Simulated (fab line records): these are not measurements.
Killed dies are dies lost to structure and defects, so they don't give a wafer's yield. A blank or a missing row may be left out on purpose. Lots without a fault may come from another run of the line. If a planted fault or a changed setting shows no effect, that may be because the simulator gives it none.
Struck lot and sound lot, side by side ; flow n5_finfet ; 36 steps out of a route of 1938
Sound: the wafers L390.2, L390.4, L390.5. Struck: wafers L400.2, L400.3, L400.6. At the end, the cause is stated.
For every step that has rows: the tool of each side, followed by ch and its chambers, followed by its first start. Under that, the readings that differ: sound wafers ; struck wafers ; difference of the means ; sigmas: that difference in standard deviations of wafers without a fault.
alike: readings whose means differ by less than 2 such deviations, and words and numbers that are the same on both sides. not compared: withheld readings, readings that some wafer has no value for, bounds like >300 that may hide the same value, and numbers for which the record gives no deviation and whose values overlap.
The two part at a step that has a row with sigmas, a row that says differs or no value, or rows on one side only. Non-overlapping numbers with no deviation appear without sigmas and do not part them. Lack of a reading on every wafer of one side parts them only where that side has two or more wafers.

first, 9 steps without rows for these wafers: N5_BEOL_M8_ALD_77 (deposits TaN, target thk 2 nm, pulse time 2 s, purge time 3 s); N5_BEOL_M8_SURFACE_TREAT_79; N5_BEOL_M8_CVD_78 (deposits Co from CCTBA/H2, target thk 2 nm, time 142.3 s); N5_BEOL_M8_SPUTTER_48 (material Cu, target thk 10 nm, time 1.667 s); N5_BEOL_M8_ECD_50 (material Cu, target thk 300 nm); N5_BEOL_M8_ANNEAL_51 (time 90 s); N5_BEOL_M8_CMP_52 (polishes, stops on SiCOH lowk, t overpolish 6.9 s, target thk 80 nm); N5_BEOL_M8_PRE_CLEAN_55 (time 15 s); N5_BEOL_M8_DEP_56 (deposits SiCN from 3MS/NH3, target thk 10 nm, time 17.5 s).
N5_BEOL_M9_ILD_DEP_00: deposits SiCOH lowk from DEMS/porogen, target thk 308.51 nm, time 58 s.
  sound on pecvd-02 ch 0,1, day 9 19:34; struck on pecvd-02 ch 1,2, day 12 06:04
reading;sound;struck;difference;sigmas
susceptor_temp_C (C);299.98 300.04 299.80;295.64 295.68 295.34;-4.39;-21
  alike: heater_power_w, showerhead_plenum_p_Torr, throttle_valve_pct
  not compared: model.SiCOH_lowk_of_BEOL_M9_ILD_DEP_00.thk_nm
then, 24 steps without rows for these wafers: N5_BEOL_M9_CURE_71 (cures SiCOH lowk, time 240 s); N5_BEOL_M9_PECVD_70 (deposits SiO2 from TEOS/O2, target thk 20 nm, time 22.7 s); N5_BEOL_M9_HM_DEP_02 (deposits TiN, target thk 20 nm); N5_BEOL_M9_COAT_59 (time 60 s, resist thk 100 nm); N5_BEOL_M9_COAT_60 (time 60 s, resist thk 30 nm); N5_BEOL_M9_COAT_05 (resist thk 90 nm); N5_BEOL_M9_EBR_07; N5_BEOL_M9_SOFTBAKE_06 (time 60 s); N5_BEOL_M9_EXPOSE_08 (exposes mask M9); N5_BEOL_M9_PEB_09 (peb time 60 s); N5_BEOL_M9_DEVELOP_10 (develop time 30 s); N5_BEOL_M9_DESCUM_16 (chemistry O2, time 7.9 s); N5_BEOL_M9_ETCH_61 (etches SiARC in CF4, target depth 39 nm, time 65 s); N5_BEOL_M9_ETCH_62 (etches SOC in N2/H2, target depth 110 nm, overetch 22 nm, time 165 s); N5_BEOL_M9_STRIP_68 (strips in N2/H2); N5_BEOL_M9_STRIP_67 (strips in CF4); N5_BEOL_M9_HM_OPEN_17 (chemistry Cl2/BCl3, target TiN, target depth 20 nm, overetch 6 nm); N5_BEOL_M9_STRIP_19 (strips in O2); N5_BEOL_M9_COAT_63 (time 60 s, resist thk 60 nm); N5_BEOL_M9_COAT_64 (time 60 s, resist thk 12 nm); N5_BEOL_M9_COAT_75 (time 60 s, resist thk 5 nm); N5_BEOL_M9_COAT_22 (resist thk 30 nm); N5_BEOL_M9_EBR_24; N5_BEOL_M9_SOFTBAKE_23 (time 60 s).
N5_BEOL_M9_CMP_52: polishes, stops on SiCOH lowk, t overpolish 7 s, target thk 140 nm.
  sound on cmp-01 ch 0,1,2, day 10 01:10; struck on cmp-01 ch 0,2,3, day 12 13:46
  alike: barrier_field_endpoint_s, motor_current_A, overpolish_run_s, slurry_filter_dp_kPa, time_to_endpoint_s
  not compared: model.SiCOH_lowk_of_BEOL_M9_ILD_DEP_00.thk_nm
N5_PASSIVATION_PROBE_49:
  sound on prober-02, day 12 09:07; struck on prober-02, day 14 12:40
  alike: defect_limited_yield, killed_at_M0_to_M3, killed_at_M4_up, killed_at_contacts, killed_at_front_end, killed_at_other, killed_dies, killed_on_rim, killed_open, killed_short, sort_bin_5_function, sort_bin_6_memory, sort_n_pass, sort_yield_pct

WHERE THEY PART
Within this record, at N5_BEOL_M9_ILD_DEP_00 only. Later steps at which nothing parts them and some readings are alike: N5_BEOL_M9_CMP_52, N5_PASSIVATION_PROBE_49.

WHY: what the simulator had put in
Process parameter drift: pecvd-02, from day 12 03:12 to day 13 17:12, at N5_BEOL_M9_ILD_DEP_00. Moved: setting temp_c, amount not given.
